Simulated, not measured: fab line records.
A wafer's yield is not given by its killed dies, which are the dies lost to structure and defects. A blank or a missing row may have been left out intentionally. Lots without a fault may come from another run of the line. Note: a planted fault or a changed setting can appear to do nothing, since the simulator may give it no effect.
fab line records ; flow n5-finfet
record lots=6; wafers=18; last-day=16
route steps=1938 shown BEOL_M8@1347
lots untouched by any fault: they come from a run of this same line in which no faults occurred
start-h: start of the lot's first displayed wafer, in hours after the record's first day ; wait-h: hours since the lot's step before ; " unchanged from the row above ; L1.1+2: one row covering several wafers at once ; - no value, or no start given ; * or withheld: withheld ; < > ~ a bound
route shown NAME@n: names a module that has steps shown in the file, with the first one's number in the route ; usual: the fault-free wafers' mean and standard deviation ; same: alike in all rows ; chamber/n: place in a boat ; sites: each site's reading ; _std_site: the values' standard deviation ; _edge_site: mean of outer sites minus mean of inner sites ; radius-mm: how far each site lies from the wafer's centre ; mask NAME#n: copy n ; behind: tool/chamber where the wafer was last shaped ; hold: the reason the lot was held/the length of the hold in hours/how it ended ; device: the transistor (n, p or np) that didn't switch ; end of line: the same wafers' tests at the end of the route ; a step with no rows: only its recipe ; killed: not the wafer's yield, but the dies lost to structure and defects at the first sort ; map: the dies of a wafer, with x for killed, . for not killed, _ for no die there
set.NAME: the setting the step ran with; set.NAME@STEP: the setting that earlier step ran with ; model.NAME: the simulator's own value behind a step, which no gauge read
certain route steps with their lots: each step a table, each wafer a row
services: the hour from which a tool's chamber was out of use, counted from the record's first day as start-h (under 0 if before that day), plus the number of hours and why
## steps
# step N5_BEOL_M8_INSPECT_13
# recipe mode=adi; inspect-instrument=brightfield
# usual raw-defect-count=400/100
lot.wafer;tool;chamber;start-h;wait-h;raw-defect-count
L258.3;defect-inspect-02;-;209.36;0.0;410
L258.4;defect-inspect-02;-;209.36;0.0;457
L258.6;defect-inspect-02;-;209.36;0.0;392
L261.1;defect-inspect-01;-;226.43;0.0;540
L261.4;defect-inspect-01;-;226.43;0.0;417
L261.5;defect-inspect-01;-;226.43;0.0;630
L270.1;defect-inspect-02;-;270.45;0.0;365
L270.3;defect-inspect-02;-;270.45;0.0;388
L270.5;defect-inspect-02;-;270.45;0.0;509
L272.2;defect-inspect-02;-;276.18;0.0;404
L272.3;defect-inspect-02;-;276.18;0.0;308
L272.4;defect-inspect-02;-;276.18;0.0;307
L275.3;defect-inspect-02;-;304.55;0.0;447
L275.5;defect-inspect-02;-;304.55;0.0;459
L275.6;defect-inspect-02;-;304.55;0.0;488
L274.1;defect-inspect-02;-;309.38;0.0;473
L274.3;defect-inspect-02;-;309.38;0.0;472
L274.4;defect-inspect-02;-;309.38;0.0;498
# step N5_BEOL_M8_DESCUM_16
# recipe chemistry=O2; time-s=7.9; source-power-w=50; bias-power-w=20; pressure-mtorr=20; rf-frequency-hz=2.712e+07; temp-c=40; resist=CAR-ArF; o2-flow-sccm=225
# step N5_BEOL_M8_ETCH_61
# recipe chemistry=CF4; target=SiARC; target-depth-a=455; mask-material=CAR-ArF; time-s=75.8; ion-energy-ev=80; pressure-mtorr=40; source-w=545; bias-w=36; Ar_flow_sccm=100; cf4-flow-sccm=100; ends=cleared
# usual drypump-motor-current-A=5.7/0.42; etch-rf-on-time-s=74.4/2; mfc-ar-sccm=100.0/0.31; oes-product-au=0.71/0.052; rf-vpp-V=184.4/1.2; showerhead-plenum-p-Torr=2.17/0.063; throttle-valve-pct=15.49/0.26
lot.wafer;tool;chamber;start-h;wait-h;drypump-motor-current-A;etch-rf-on-time-s;mfc-ar-sccm;oes-product-au;rf-hours-counter-h;rf-vpp-V;showerhead-plenum-p-Torr;throttle-valve-pct
L258.3;rie-diel-02;2;209.42;0.0;5.6;75.4;100.4;0.58;256;182.3;2.10;15.74
L258.4;rie-diel-02;2;209.42;0.0;5.6;75.9;99.9;0.58;-;183.3;2.10;15.73
L258.6;rie-diel-02;3;209.42;0.0;4.9;74.5;99.9;0.69;-;184.6;2.16;15.28
L261.1;rie-diel-06;1;226.50;0.0;6.1;74.7;99.8;0.66;120;182.7;2.06;15.60
L261.4;rie-diel-06;2;226.50;0.0;5.1;73.9;100.0;0.71;49;186.5;2.16;15.14
L261.5;rie-diel-06;0;226.50;0.0;6.2;76.8;100.3;0.70;-;185.9;2.24;15.11
L270.1;rie-diel-03;1;270.56;0.0;5.6;71.6;100.1;0.75;46;183.6;2.26;15.47
L270.3;rie-diel-03;3;270.56;0.0;5.7;75.0;100.4;0.69;85;184.6;2.16;15.38
L270.5;rie-diel-03;0;270.56;0.0;6.2;77.2;99.8;0.67;-;184.8;2.14;15.92
L272.2;rie-diel-02;2;276.90;0.0;5.6;71.2;99.8;0.83;12;182.6;2.09;15.25
L272.3;rie-diel-02;3;276.90;0.0;4.9;74.5;99.8;0.66;126;183.8;2.15;15.35
L272.4;rie-diel-02;1;276.90;0.0;5.7;73.4;99.4;0.79;21;185.7;2.18;15.21
L275.3;rie-diel-03;2;304.62;0.0;5.5;73.2;99.4;0.72;80;185.1;2.24;15.77
L275.5;rie-diel-03;1;304.62;0.0;5.6;72.3;100.2;0.74;-;186.5;2.25;15.51
L275.6;rie-diel-03;0;304.62;0.0;6.1;77.1;99.9;0.66;-;183.6;2.14;15.94
L274.1;rie-diel-02;3;309.83;0.0;4.9;76.2;100.6;0.65;136;185.0;2.15;15.37
L274.3;rie-diel-02;2;309.83;0.0;5.6;72.8;99.7;0.79;23;183.9;2.09;15.25
L274.4;rie-diel-02;1;309.83;0.0;5.7;74.8;100.1;0.76;32;186.0;2.18;15.24
# step N5_BEOL_M8_ETCH_62
# recipe chemistry=N2/H2; target=SOC; target-depth-a=1100; overetch-a=220; mask-material=SiARC; temp-c=40; time-s=165; ion-energy-ev=200; pressure-mtorr=30; source-w=840; bias-w=150; n2-flow-sccm=200; h2-flow-sccm=200
# usual drypump-motor-current-A=5.7/0.42; oes-product-au=0.70/0.046; rf-vpp-V=525.0/2.4; showerhead-plenum-p-Torr=2.58/0.086; throttle-valve-pct=17.75/0.29
lot.wafer;tool;chamber;start-h;wait-h;drypump-motor-current-A;oes-product-au;rf-hours-counter-h;rf-vpp-V;showerhead-plenum-p-Torr;throttle-valve-pct
L258.3;rie-diel-02;2;209.48;0.0;5.6;0.57;256;523.0;2.49;17.98
L258.4;rie-diel-02;2;209.48;0.0;5.6;0.57;-;524.0;2.49;17.99
L258.6;rie-diel-02;3;209.48;0.0;4.9;0.68;-;524.8;2.57;17.54
L261.1;rie-diel-06;1;226.55;0.0;6.1;0.65;120;522.7;2.43;17.70
L261.4;rie-diel-06;2;226.55;0.0;5.1;0.71;49;525.5;2.59;17.51
L261.5;rie-diel-06;0;226.55;0.0;6.2;0.70;-;527.1;2.70;17.49
L270.1;rie-diel-03;1;270.61;0.0;5.7;0.72;46;529.2;2.68;17.54
L270.3;rie-diel-03;3;270.61;0.0;5.6;0.67;85;524.7;2.58;17.80
L270.5;rie-diel-03;0;270.61;0.0;6.1;0.68;-;523.5;2.55;18.25
L272.2;rie-diel-02;2;276.95;0.0;5.6;0.79;12;522.7;2.48;17.52
L272.3;rie-diel-02;3;276.95;0.0;4.9;0.66;126;523.2;2.56;17.60
L272.4;rie-diel-02;1;276.95;0.0;5.7;0.76;21;525.8;2.59;17.43
L275.3;rie-diel-03;2;304.68;0.0;5.5;0.70;80;528.0;2.70;18.18
L275.5;rie-diel-03;1;304.68;0.0;5.6;0.71;-;529.5;2.68;17.54
L275.6;rie-diel-03;0;304.68;0.0;6.2;0.67;-;524.9;2.54;18.28
L274.1;rie-diel-02;3;309.88;0.0;4.9;0.65;136;523.7;2.56;17.59
L274.3;rie-diel-02;2;309.88;0.0;5.6;0.76;23;520.8;2.47;17.56
L274.4;rie-diel-02;1;309.88;0.0;5.7;0.75;32;525.6;2.58;17.45
# step N5_BEOL_M8_STRIP_68
# recipe chemistry=N2/H2; temp-c=40; n2-flow-sccm=200; h2-flow-sccm=200; rf-frequency-hz=6e+07
# step N5_BEOL_M8_STRIP_67
# recipe chemistry=CF4; resist=SiARC; power-w=300; bias-power-w=75; pressure-mtorr=50; cf4-flow-sccm=150; rf-frequency-hz=6e+07
# usual drypump-motor-current-A=5.7/0.41; oes-product-au=0.82/0.054; rf-vpp-V=271.8/1.6; showerhead-plenum-p-Torr=1.82/0.055; throttle-valve-pct=13.45/0.25
lot.wafer;tool;chamber;start-h;wait-h;drypump-motor-current-A;oes-product-au;rf-hours-counter-h;rf-vpp-V;showerhead-plenum-p-Torr;throttle-valve-pct
L258.3;rie-diel-02;2;209.63;0.0;5.6;0.67;256;270.7;1.75;13.71
L258.4;rie-diel-02;2;209.63;0.0;5.6;0.67;-;271.8;1.75;13.74
L258.6;rie-diel-02;3;209.63;0.0;4.9;0.81;-;271.6;1.81;13.25
L261.1;rie-diel-06;1;226.70;0.0;6.1;0.77;120;267.8;1.73;13.58
L261.4;rie-diel-06;2;226.70;0.0;5.1;0.83;49;272.5;1.80;13.08
L261.5;rie-diel-06;0;226.70;0.0;6.2;0.83;-;274.4;1.87;13.09
L270.1;rie-diel-03;1;270.76;0.0;5.6;0.85;47;273.3;1.90;13.49
L270.3;rie-diel-03;3;270.76;0.0;5.6;0.80;85;271.2;1.80;13.33
L270.5;rie-diel-03;0;270.76;0.0;6.1;0.79;-;270.7;1.79;13.83
L272.2;rie-diel-02;2;277.10;0.0;5.6;0.93;12;269.9;1.74;13.16
L272.3;rie-diel-02;3;277.10;0.0;4.9;0.78;126;271.6;1.80;13.32
L272.4;rie-diel-02;1;277.10;0.0;5.7;0.90;21;270.5;1.83;13.16
L275.3;rie-diel-03;2;304.82;0.0;5.5;0.83;80;273.4;1.88;13.71
L275.5;rie-diel-03;1;304.82;0.0;5.7;0.83;-;272.6;1.90;13.54
L275.6;rie-diel-03;0;304.82;0.0;6.1;0.78;-;270.7;1.78;13.86
L274.1;rie-diel-02;3;310.03;0.0;4.9;0.77;136;271.3;1.80;13.35
L274.3;rie-diel-02;2;310.03;0.0;5.6;0.91;23;270.1;1.74;13.18
L274.4;rie-diel-02;1;310.03;0.0;5.7;0.88;32;272.9;1.82;13.19
# step N5_BEOL_M8_HM_OPEN_17
# recipe chemistry=Cl2/BCl3; target-depth-a=200; overetch-a=60; target=TiN; mask-material=SOC; ion-energy-ev=150; pressure-mtorr=10; icp-w=1000; bias-w=126; Cl2_flow_sccm=53.25; bcl3-flow-sccm=21.75; Ar_flow_sccm=25
# usual drypump-motor-current-A=5.64/0.22; mfc-ar-sccm=24.99/0.077; oes-product-au=0.64/0.076; throttle-valve-pct=22.16/0.11
lot.wafer;tool;chamber;start-h;wait-h;drypump-motor-current-A;mfc-ar-sccm;oes-product-au;rf-hours-counter-h;throttle-valve-pct
L258.3;rie-metal-02;0;209.70;0.1;5.58;25.02;0.67;-;22.17
L258.4;rie-metal-02;1;209.70;0.1;5.54;25.13;0.54;-;22.02
L258.6;rie-metal-02;0;209.70;0.1;5.58;25.02;0.68;-;22.17
L261.1;rie-metal-02;0;226.74;0.0;5.60;25.10;0.66;39;22.18
L261.4;rie-metal-02;0;226.74;0.0;5.58;25.04;0.66;-;22.20
L261.5;rie-metal-02;0;226.74;0.0;5.58;24.94;0.67;-;22.17
L270.1;rie-metal-03;0;270.80;0.0;5.74;25.13;0.63;63;22.15
L270.3;rie-metal-03;1;270.80;0.0;5.11;24.97;0.63;-;22.19
L270.5;rie-metal-03;1;270.80;0.0;5.15;25.01;0.63;-;22.20
L272.2;rie-metal-02;0;277.14;0.0;5.57;25.17;0.66;44;22.18
L272.3;rie-metal-02;1;277.14;0.0;5.56;25.04;0.52;-;22.04
L272.4;rie-metal-02;0;277.14;0.0;5.56;25.15;0.65;-;22.19
L275.3;rie-metal-02;0;304.93;0.1;5.58;24.91;0.65;-;22.18
L275.5;rie-metal-02;0;304.93;0.1;5.56;24.98;0.65;-;22.18
L275.6;rie-metal-02;0;304.93;0.1;5.59;24.89;0.65;-;22.18
L274.1;rie-metal-02;0;310.07;0.0;5.58;24.80;0.65;48;22.16
L274.3;rie-metal-02;0;310.07;0.0;5.58;24.83;0.65;-;22.19
L274.4;rie-metal-02;0;310.07;0.0;5.59;24.96;0.65;-;22.19
# step N5_BEOL_M8_STRIP_19
# recipe chemistry=O2; power-w=400; temp-c=40; pressure-mtorr=30; rf-frequency-hz=6e+07; bias-power-w=0; overash-fraction=0.2; o2-flow-sccm=225
# usual drypump-motor-current-A=5.7/0.42; oes-product-au=0.83/0.055; rf-vpp-V=3.6/0.59; showerhead-plenum-p-Torr=2.14/0.071; throttle-valve-pct=16.61/0.22
lot.wafer;tool;chamber;start-h;wait-h;drypump-motor-current-A;oes-product-au;rf-hours-counter-h;rf-vpp-V;showerhead-plenum-p-Torr;throttle-valve-pct
L258.3;rie-diel-06;2;209.78;0.1;5.1;0.87;44;3.9;2.13;16.24
L258.4;rie-diel-06;1;209.78;0.1;6.1;0.78;115;4.2;2.04;16.77
L258.6;rie-diel-06;1;209.78;0.1;6.1;0.78;-;4.0;2.04;16.75
L261.1;rie-diel-03;0;226.96;0.2;6.2;0.82;113;3.1;2.09;16.87
L261.4;rie-diel-03;2;226.96;0.2;5.5;0.86;53;3.7;2.22;16.80
L261.5;rie-diel-03;3;226.96;0.2;5.6;0.83;-;4.9;2.13;16.52
L270.1;rie-diel-03;1;270.91;0.1;5.6;0.88;47;3.5;2.25;16.68
L270.3;rie-diel-03;2;270.91;0.1;5.5;0.85;67;3.8;2.21;16.82
L270.5;rie-diel-03;1;270.91;0.1;5.6;0.88;-;3.5;2.25;16.66
L272.2;rie-diel-03;3;277.26;0.1;5.7;0.80;88;4.4;2.13;16.54
L272.3;rie-diel-03;1;277.26;0.1;5.7;0.86;50;4.2;2.25;16.67
L272.4;rie-diel-03;2;277.26;0.1;5.5;0.84;70;3.3;2.21;16.83
L275.3;rie-diel-03;0;305.07;0.1;6.1;0.78;142;3.6;2.08;16.95
L275.5;rie-diel-03;3;305.07;0.1;5.6;0.79;-;2.7;2.12;16.57
L275.6;rie-diel-03;2;305.07;0.1;5.5;0.83;-;3.1;2.21;16.84
L274.1;rie-diel-03;2;310.43;0.3;5.5;0.84;83;3.4;2.21;16.84
L274.3;rie-diel-03;0;310.43;0.3;6.1;0.79;143;3.6;2.08;16.96
L274.4;rie-diel-03;3;310.43;0.3;5.6;0.79;99;3.4;2.12;16.56
# step N5_BEOL_M8_CD_MEAS_18
# recipe pitch-nm=80; target-cd-nm=40
# usual cd-nm=40.7/0.7
lot.wafer;tool;chamber;start-h;wait-h;cd-nm
L258.3;cd-sem-03;-;209.85;0.1;39.1
L258.4;cd-sem-03;-;209.85;0.1;40.0
L258.6;cd-sem-03;-;209.85;0.1;41.0
L261.1;cd-sem-01;-;227.03;0.0;41.0
L261.4;cd-sem-01;-;227.03;0.0;40.1
L261.5;cd-sem-01;-;227.03;0.0;40.3
L270.1;cd-sem-01;-;270.98;0.0;41.3
L270.3;cd-sem-01;-;270.98;0.0;40.8
L270.5;cd-sem-01;-;270.98;0.0;41.1
L272.2;cd-sem-01;-;277.33;0.1;40.2
L272.3;cd-sem-01;-;277.33;0.1;40.9
L272.4;cd-sem-01;-;277.33;0.1;40.4
L275.3;cd-sem-01;-;305.14;0.1;40.3
L275.5;cd-sem-01;-;305.14;0.1;40.5
L275.6;cd-sem-01;-;305.14;0.1;41.1
L274.1;cd-sem-03;-;310.50;0.1;41.0
L274.3;cd-sem-03;-;310.50;0.1;40.6
L274.4;cd-sem-03;-;310.50;0.1;41.1
# step N5_BEOL_M8_COAT_63
# recipe resist=SOC; temp-c=250; time-s=60; spin-rpm=1500; resist-thk-nm=60
# step N5_BEOL_M8_COAT_64
# recipe resist=SiARC; temp-c=220; time-s=60; spin-rpm=1500; resist-thk-nm=12
# step N5_BEOL_M8_COAT_71
# recipe resist=underlayer; temp-c=205; time-s=60; spin-rpm=1500; resist-thk-nm=5
# step N5_BEOL_M8_COAT_22
# recipe resist=CAR-EUV; spin-rpm=1500; resist-thk-nm=30
# usual spin-speed-rpm=1500.0/1.2
lot.wafer;tool;chamber;start-h;wait-h;spin-speed-rpm;model.CAR-EUV_of_BEOL_M8_COAT_22.thk-nm
L258.3;litho-track-02;0;212.04;-;1501.6;30
L258.4;litho-track-02;0;212.04;-;1500.4;30
L258.6;litho-track-02;0;212.04;-;1500.9;30.2
L261.1;litho-track-04;0;227.09;-;1499.1;30
L261.4;litho-track-04;0;227.09;-;1502.4;30
L261.5;litho-track-04;0;227.09;-;1501.7;30
L270.1;litho-track-04;0;271.03;-;1411.9;31
L270.3;litho-track-04;0;271.03;-;1413.2;30.8
L270.5;litho-track-04;0;271.03;-;1412.5;31
L272.2;litho-track-04;0;278.61;-;1410.1;31
L272.3;litho-track-04;0;278.61;-;1409.0;31
L272.4;litho-track-04;0;278.61;-;1408.7;31
L275.3;litho-track-02;0;307.98;-;1499.6;30
L275.5;litho-track-02;0;307.98;-;1498.7;30
L275.6;litho-track-02;0;307.98;-;1499.3;30.2
L274.1;litho-track-02;0;311.45;-;1499.9;30
L274.3;litho-track-02;0;311.45;-;1499.5;30
L274.4;litho-track-02;0;311.45;-;1500.9;30.2
# step N5_BEOL_M8_EBR_24
# recipe solvent=PGMEA; ebr-width-mm=1.5
# step N5_BEOL_M8_SOFTBAKE_23
# recipe temp-c=110; time-s=60; resist=CAR-EUV
# step N5_BEOL_M8_EXPOSE_25
# recipe mask-id=V7; na=0.33; source-shape=annular; sigma-inner=0.4; sigma-outer=0.8; polarization=unpolarized; target-cd-nm=40; dose-mj=42.5
# step N5_BEOL_M8_PEB_26
# recipe peb-temp-c=100; peb-time-s=60; resist=CAR-EUV
# step N5_BEOL_M8_DEVELOP_27
# recipe develop-time-s=30; developer=TMAH; resist=CAR-EUV; rinse-liquid=surfactant-rinse; dry=air-spin; dev-temp-c=23
# step N5_BEOL_M8_CD_MEAS_28
# recipe target-cd-nm=40; landing-energy-ev=500; detector=se-inlens
# usual cd-nm=39.91/0.22
lot.wafer;tool;chamber;start-h;wait-h;cd-nm
L258.3;cd-sem-01;0;212.43;-;39.64
L258.4;cd-sem-01;0;212.43;-;40.27
L258.6;cd-sem-01;0;212.43;-;39.98
L261.1;cd-sem-03;0;227.47;-;39.88
L261.4;cd-sem-03;0;227.47;-;39.81
L261.5;cd-sem-03;0;227.47;-;39.97
L270.1;cd-sem-03;0;271.41;-;39.73
L270.3;cd-sem-03;0;271.41;-;39.66
L270.5;cd-sem-03;0;271.41;-;39.59
L272.2;cd-sem-03;0;279.04;-;40.01
L272.3;cd-sem-03;0;279.04;-;39.99
L272.4;cd-sem-03;0;279.04;-;39.97
L275.3;cd-sem-03;0;308.38;-;39.61
L275.5;cd-sem-03;0;308.38;-;39.68
L275.6;cd-sem-03;0;308.38;-;39.48
L274.1;cd-sem-01;0;311.84;-;39.81
L274.3;cd-sem-01;0;311.84;-;39.73
L274.4;cd-sem-01;0;311.84;-;39.66
# step N5_BEOL_M8_OVL_MEAS_29
# recipe points-per-wafer=522
# usual V7_OVL=-0.1/0.63
# same points-per-wafer=522
lot.wafer;tool;chamber;start-h;wait-h;V7_OVL[nm]
L258.3;overlay-01;0;212.47;0.0;1.4
L258.4;overlay-01;0;212.47;0.0;0.4
L258.6;overlay-01;0;212.47;0.0;0.6
L261.1;overlay-02;0;227.50;0.0;0.0
L261.4;overlay-02;0;227.50;0.0;-0.4
L261.5;overlay-02;0;227.50;0.0;-0.8
L270.1;overlay-01;0;271.44;0.0;0.7
L270.3;overlay-01;0;271.44;0.0;0.4
L270.5;overlay-01;0;271.44;0.0;-0.6
L272.2;overlay-01;0;279.07;0.0;0.0
L272.3;overlay-01;0;279.07;0.0;0.2
L272.4;overlay-01;0;279.07;0.0;-0.1
L275.3;overlay-02;0;308.42;0.0;0.0
L275.5;overlay-02;0;308.42;0.0;-0.4
L275.6;overlay-02;0;308.42;0.0;0.3
L274.1;overlay-02;0;311.87;0.0;0.5
L274.3;overlay-02;0;311.87;0.0;-0.1
L274.4;overlay-02;0;311.87;0.0;0.2
# step N5_BEOL_M8_INSPECT_30
# recipe mode=adi; inspect-instrument=brightfield
# usual raw-defect-count=403/110
lot.wafer;tool;chamber;start-h;wait-h;raw-defect-count
L258.3;defect-inspect-02;-;212.52;0.0;395
L258.4;defect-inspect-02;-;212.52;0.0;430
L258.6;defect-inspect-02;-;212.52;0.0;399
L261.1;defect-inspect-02;-;227.56;0.1;596
L261.4;defect-inspect-02;-;227.56;0.1;471
L261.5;defect-inspect-02;-;227.56;0.1;695
L270.1;defect-inspect-02;-;271.50;0.1;359
L270.3;defect-inspect-02;-;271.50;0.1;369
L270.5;defect-inspect-02;-;271.50;0.1;468
L272.2;defect-inspect-01;-;279.13;0.0;363
L272.3;defect-inspect-01;-;279.13;0.0;285
L272.4;defect-inspect-01;-;279.13;0.0;284
L275.3;defect-inspect-01;-;308.47;0.0;409
L275.5;defect-inspect-01;-;308.47;0.0;414
L275.6;defect-inspect-01;-;308.47;0.0;473
L274.1;defect-inspect-02;-;311.93;0.1;466
L274.3;defect-inspect-02;-;311.93;0.1;486
L274.4;defect-inspect-02;-;311.93;0.1;508
# step N5_BEOL_M8_DESCUM_33
# recipe chemistry=O2; time-s=7; source-power-w=50; bias-power-w=20; pressure-mtorr=20; rf-frequency-hz=2.712e+07; temp-c=40; resist=CAR-EUV; o2-flow-sccm=225
# step N5_BEOL_M8_ETCH_72
# recipe chemistry=N2/H2; target=underlayer; target-depth-a=65; mask-material=CAR-EUV; time-s=5.2; ion-energy-ev=200; pressure-mtorr=30; source-w=840; bias-w=150; n2-flow-sccm=200; h2-flow-sccm=200; ends=cleared
# step N5_BEOL_M8_ETCH_65
# recipe chemistry=CF4; target=SiARC; target-depth-a=156; mask-material=CAR-EUV; time-s=26; ion-energy-ev=80; pressure-mtorr=40; source-w=545; bias-w=36; Ar_flow_sccm=100; cf4-flow-sccm=100; ends=cleared
# usual drypump-motor-current-A=5.7/0.41; etch-rf-on-time-s=25.5/0.72; mfc-ar-sccm=100.01/0.29; oes-product-au=0.71/0.05; rf-vpp-V=184.5/1.1; showerhead-plenum-p-Torr=2.17/0.061; throttle-valve-pct=15.48/0.26
lot.wafer;tool;chamber;start-h;wait-h;drypump-motor-current-A;etch-rf-on-time-s;mfc-ar-sccm;oes-product-au;rf-hours-counter-h;rf-vpp-V;showerhead-plenum-p-Torr;throttle-valve-pct;model.CAR-EUV_of_BEOL_M8_COAT_22.thk-nm
L258.3;rie-diel-06;2;212.60;0.0;5.1;25.4;100.11;0.73;45;185.4;2.17;15.11;11
L258.4;rie-diel-06;3;212.60;0.0;5.8;24.1;100.11;0.73;84;184.3;2.25;15.41;11
L258.6;rie-diel-06;0;212.60;0.0;6.1;26.2;100.02;0.70;-;184.9;2.24;15.10;11.2
L261.1;rie-diel-06;1;227.65;0.0;6.1;25.3;100.17;0.66;121;182.1;2.06;15.61;11.2
L261.4;rie-diel-06;2;227.65;0.0;5.1;25.0;99.78;0.72;49;183.5;2.16;15.14;11.2
L261.5;rie-diel-06;0;227.65;0.0;6.1;26.3;100.25;0.70;-;185.0;2.24;15.12;11.4
L270.1;rie-diel-02;1;271.66;0.0;5.7;25.3;99.83;0.79;18;185.4;2.18;15.21;12.2
L270.3;rie-diel-02;2;271.66;0.0;5.6;24.5;100.10;0.83;9;184.0;2.09;15.22;12
L270.5;rie-diel-02;1;271.66;0.0;5.7;25.2;100.25;0.79;-;185.3;2.18;15.20;12.2
L272.2;rie-diel-03;1;279.79;0.0;5.7;24.9;100.27;0.75;51;185.9;2.25;15.48;12
L272.3;rie-diel-03;3;279.79;0.0;5.6;26.2;99.37;0.68;89;182.1;2.16;15.40;12.2
L272.4;rie-diel-03;2;279.79;0.0;5.5;25.1;100.23;0.73;71;185.2;2.25;15.76;12
L275.3;rie-diel-02;2;308.78;0.0;5.6;24.9;99.28;0.80;22;182.9;2.09;15.26;11.2
L275.5;rie-diel-02;2;308.78;0.0;5.6;24.9;99.91;0.79;-;182.8;2.09;15.25;11.2
L275.6;rie-diel-02;1;308.78;0.0;5.7;25.7;99.97;0.76;-;185.7;2.18;15.24;11.2
L274.1;rie-diel-03;3;312.01;0.0;5.6;26.2;99.88;0.67;100;184.1;2.15;15.41;11.2
L274.3;rie-diel-03;1;312.01;0.0;5.7;24.9;99.53;0.73;63;185.3;2.25;15.51;11
L274.4;rie-diel-03;0;312.01;0.0;6.1;26.7;100.10;0.65;144;183.8;2.14;15.94;11.2
# step N5_BEOL_M8_ETCH_66
# recipe chemistry=N2/H2; target=SOC; target-depth-a=800; overetch-a=160; mask-material=SiARC; temp-c=40; time-s=120; ion-energy-ev=200; pressure-mtorr=30; source-w=840; bias-w=150; n2-flow-sccm=200; h2-flow-sccm=200
## services
tool;chamber;start-h;hours;kind
rie-diel-03;1;186.86;6.5;repair
rie-diel-02;1;193.11;-;clean
rie-diel-02;1;193.11;-;consumable-replace:focus-ring
rie-diel-02;1;193.11;25.0;scheduled-down
rie-diel-02;1;193.11;25.0;vent-cycle
rie-diel-03;1;202.38;5.7;repair
rie-diel-03;-;207.12;0.4;repair
rie-diel-02;2;220.79;6.6;repair
rie-diel-02;3;222.10;1.4;repair
rie-diel-02;2;227.67;-;clean
rie-diel-02;2;227.67;-;consumable-replace:focus-ring
rie-diel-02;2;227.67;19.5;scheduled-down
rie-diel-02;2;227.67;19.5;vent-cycle
rie-metal-03;-;239.70;0.5;repair
rie-diel-03;2;246.73;2.6;repair
rie-metal-02;1;290.19;-;clean
rie-metal-02;1;290.19;33.3;scheduled-down
rie-metal-02;1;290.19;33.3;vent-cycle
rie-diel-06;-;307.32;2.8;pm
## key
first-sign step=N5_BEOL_M8_COAT_22; reading=spin-speed-rpm; direction=down; sigmas=75; usual=*; struck=*
effect none on later readings
model-effect step=N5_BEOL_M8_COAT_22; value=CAR-EUV_of_BEOL_M8_COAT_22.thk-nm; without=30; struck=30.97
model-effect step=N5_BEOL_M8_ETCH_65; value=CAR-EUV_of_BEOL_M8_COAT_22.thk-nm; without=11.2; struck=12.1
met-at N5_BEOL_M8_COAT_22
struck-wafers L270.1,L270.3,L270.5,L272.2,L272.3,L272.4
onset-between 227.09 271.03
fault kind=process-parameter-drift; tool=litho-track-04; chamber=-; onset-h=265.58; steps=N5_BEOL_M8_COAT_22; channel=spin-rpm; offset=*; shape=step; end-h=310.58; acts-in=*; stated=*
